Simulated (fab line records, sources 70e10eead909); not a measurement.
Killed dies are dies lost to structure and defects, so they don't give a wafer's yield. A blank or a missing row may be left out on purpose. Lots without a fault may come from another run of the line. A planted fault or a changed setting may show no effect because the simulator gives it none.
Chamber matching | flow nand_harc | NHARC_P_M0_PRE_CLEAN_31 on pecvd-01: 3 sister chambers
The step time 12 s. 3 wafers are shown with their chamber, then 12 later ones without.

WAFERS WITH THEIR CHAMBER
wafer  | chamber | heater_power_w (W)
L085.6 | 0       | 624
L086.2 | 2       | 637
L086.6 | 1       | 645

WAFERS WITHOUT THEIR CHAMBER
wafer  | heater_power_w (W)
L089.2 | 626
L089.4 | 697
L089.5 | 585
L090.2 | 569
L090.5 | 655
L090.6 | 646
L091.2 | 615
L091.3 | 697
L091.6 | 571
L091.1 | 552
L091.4 | 606
L091.5 | 701

WHICH CHAMBER EACH WENT THROUGH
wafer  | from the rows above          | in truth
L089.2 | can't be placed: 0 or 2 or 1 | 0
L089.4 | can't be placed: 1 or 2 or 0 | 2
L089.5 | can't be placed: 0 or 2 or 1 | 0
L090.2 | can't be placed: 0 or 2 or 1 | 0
L090.5 | can't be placed: 1 or 2 or 0 | 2
L090.6 | can't be placed: 1 or 2 or 0 | 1
L091.2 | can't be placed: 0 or 2 or 1 | 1
L091.3 | can't be placed: 1 or 2 or 0 | 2
L091.6 | can't be placed: 0 or 2 or 1 | 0
L091.1 | can't be placed: 0 or 2 or 1 | 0
L091.4 | can't be placed: 0 or 2 or 1 | 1
L091.5 | can't be placed: 1 or 2 or 0 | 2
Placed correctly: 0 of 12. Can't be placed from these rows: 12 (the true chamber is among the candidates in 12). Placed wrongly: 0.
How it was worked out, from the rows above alone: a wafer's distance from a chamber is the root of the sum, over the readings, of the square of ((its reading less the chamber's mean) divided by the reading's scatter). The wafer belongs to the nearest chamber; if the next one is less than 2 further off, it can't be placed. A chamber's mean is the mean of its shown wafers. The scatter: with one shown wafer a chamber, the root of the mean of the squares of how far each hidden wafer lies from its nearest shown one.
